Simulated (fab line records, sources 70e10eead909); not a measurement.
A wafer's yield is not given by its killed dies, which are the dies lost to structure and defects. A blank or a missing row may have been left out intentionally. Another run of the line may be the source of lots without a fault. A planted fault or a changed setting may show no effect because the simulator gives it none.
Chamber matching / flow nand-harc / NHARC_A_CHANNEL_HOLE_D1_DEP_01 on pecvd-01: 3 sister chambers
The step deposits SiON, target thk 140 nm. 6 wafers are shown with their chamber, then 7 later ones without.

## WAFERS PAIRED WITH THEIR CHAMBERS
wafer=L081.4; chamber=2; heater-power-w (W)=592; susceptor-temp-C (C)=399.81
wafer=L088.2; chamber=2; heater-power-w (W)=584; susceptor-temp-C (C)=399.95
wafer=L088.3; chamber=0; heater-power-w (W)=935; susceptor-temp-C (C)=399.94
wafer=L088.6; chamber=1; heater-power-w (W)=630; susceptor-temp-C (C)=400.06
wafer=L093.1; chamber=0; heater-power-w (W)=938; susceptor-temp-C (C)=400.09
wafer=L093.2; chamber=1; heater-power-w (W)=638; susceptor-temp-C (C)=399.99

## WAFERS WHOSE CHAMBER IS MISSING
wafer=L093.6; heater-power-w (W)=775; susceptor-temp-C (C)=400.17
wafer=L097.2; heater-power-w (W)=902; susceptor-temp-C (C)=400.33
wafer=L097.4; heater-power-w (W)=950; susceptor-temp-C (C)=400.17
wafer=L097.6; heater-power-w (W)=942; susceptor-temp-C (C)=400.34
wafer=L095.1; heater-power-w (W)=818; susceptor-temp-C (C)=399.92
wafer=L095.3; heater-power-w (W)=832; susceptor-temp-C (C)=400.57
wafer=L095.6; heater-power-w (W)=563; susceptor-temp-C (C)=399.75

## WHICH CHAMBER EACH ONE RAN IN
wafer=L093.6; from the rows above=1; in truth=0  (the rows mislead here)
wafer=L097.2; from the rows above=0; in truth=0
wafer=L097.4; from the rows above=0; in truth=0
wafer=L097.6; from the rows above=0; in truth=0
wafer=L095.1; from the rows above=0; in truth=0
wafer=L095.3; from the rows above=0; in truth=0
wafer=L095.6; from the rows above=2; in truth=2
Placed correctly: 6 of 7. Number that these rows cannot place: 0. Placed wrongly: 1.
How it was worked out, from the rows above alone: a wafer's distance from a chamber is the root of the sum, over the readings, of the square of ((its reading less the chamber's mean) divided by the reading's scatter). The wafer belongs to the nearest chamber; if the next one is less than 2 further off, it can't be placed. For every chamber, the mean is computed from those of its wafers that are shown. The scatter is the square root of a quotient: the sum, over the shown wafers, of each reading's squared deviation from its chamber's mean, divided by wafers minus chambers.
